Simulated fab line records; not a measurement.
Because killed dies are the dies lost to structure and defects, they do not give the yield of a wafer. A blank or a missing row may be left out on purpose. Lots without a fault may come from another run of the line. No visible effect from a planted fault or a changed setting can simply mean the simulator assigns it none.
The tool behind it: which one? + flow nand_harc + 12 lots, 36 wafers sampled, at 3 steps of a route of 1302

## WHAT THE GAUGES READ, wafer by wafer
NHARC_A_BLC_INSPECT_28.
| lot  | measured     | on                | raw_defect_count |
|------|--------------|-------------------|------------------|
| L076 | day 23 07:07 | defect_inspect-02 | 482 453 359      |
| L077 | day 23 23:01 | defect_inspect-02 | 898 570 731      |
| L078 | day 24 05:58 | defect_inspect-01 | 617 542 465      |
| L082 | day 25 21:15 | defect_inspect-02 | 608 897 794      |
| L081 | day 26 13:29 | defect_inspect-01 | 461 364 491      |
| L085 | day 27 11:49 | defect_inspect-01 | 348 527 461      |
| L087 | day 28 06:23 | defect_inspect-01 | 480 598 613      |
| L090 | day 29 13:29 | defect_inspect-02 | 314 426 388      |
| L092 | day 30 12:04 | defect_inspect-02 | 408 405 434      |
| L094 | day 30 18:27 | defect_inspect-02 | 546 461 507      |
| L095 | day 31 11:40 | defect_inspect-01 | 473 544 607      |
| L097 | day 33 02:35 | defect_inspect-01 | 453 453 446      |

## WHICH TOOL RAN EACH LOT (tool, then ch and the chambers of the sampled wafers, then the start)
| lot  | NHARC_A_BLC_ALD_23                  | NHARC_A_BLC_CMP_25            |
|------|-------------------------------------|-------------------------------|
| L076 | ald_metal-03 ch 0,1, day 23 06:00   | cmp-04 ch 0,1,2, day 23 06:47 |
| L077 | ald_metal-03 ch 0,1,3, day 23 21:54 | cmp-04 ch 0,1, day 23 22:37   |
| L078 | ald_metal-02 ch 2,3, day 24 04:50   | cmp-02 ch 0,1,2, day 24 05:38 |
| L082 | ald_metal-03 ch 1,3, day 25 20:07   | cmp-04 ch 0,2,3, day 25 20:51 |
| L081 | ald_metal-01 ch 1,2,3, day 26 12:22 | cmp-02 ch 0,1,2, day 26 13:04 |
| L085 | ald_metal-03 ch 1,2,3, day 27 10:41 | cmp-02 ch 1,2,3, day 27 11:26 |
| L087 | ald_metal-03 ch 1,2, day 28 05:17   | cmp-03 ch 0,3, day 28 05:59   |
| L090 | ald_metal-02 ch 0,1, day 29 12:21   | cmp-02 ch 0,1,2, day 29 13:06 |
| L092 | ald_metal-02 ch 0,1,2, day 30 10:57 | cmp-02 ch 0,1,2, day 30 11:41 |
| L094 | ald_metal-03 ch 1,3, day 30 17:08   | cmp-03 ch 0,1,3, day 30 18:04 |
| L095 | ald_metal-03 ch 0,3, day 31 10:31   | cmp-03 ch 1,3, day 31 11:15   |
| L097 | ald_metal-03 ch 0,1,3, day 33 01:29 | cmp-04 ch 0,1,2, day 33 02:16 |
- NHARC_A_BLC_ALD_23: deposits TiN, target thk 3 nm, pulse time 1 s, ald cycles 150.
- NHARC_A_BLC_CMP_25: polishes, t overpolish 30 s, target thk 150 nm.

## THE ANSWER, worked out from the rows above alone
Rule: what is usual is taken from the lots themselves. The widest of any qualifying gaps counts: lots, ordered by their means at a reading, are off when they make up no more than a third of the lots, leave a main group of 4 or more, and stand apart from it by 3 or more times the standard deviation of that group's means. Not used: any main group whose means are identical at the precision the tables above print for the reading. A lot without any number at a reading at which 4 lots or more have one is off too. Where the step has rows for the other lots, those lots are counted as sound.
No lot is off at any reading shown: from this, nothing can be told.

## WHAT HAD BEEN PUT IN BY THE SIMULATOR
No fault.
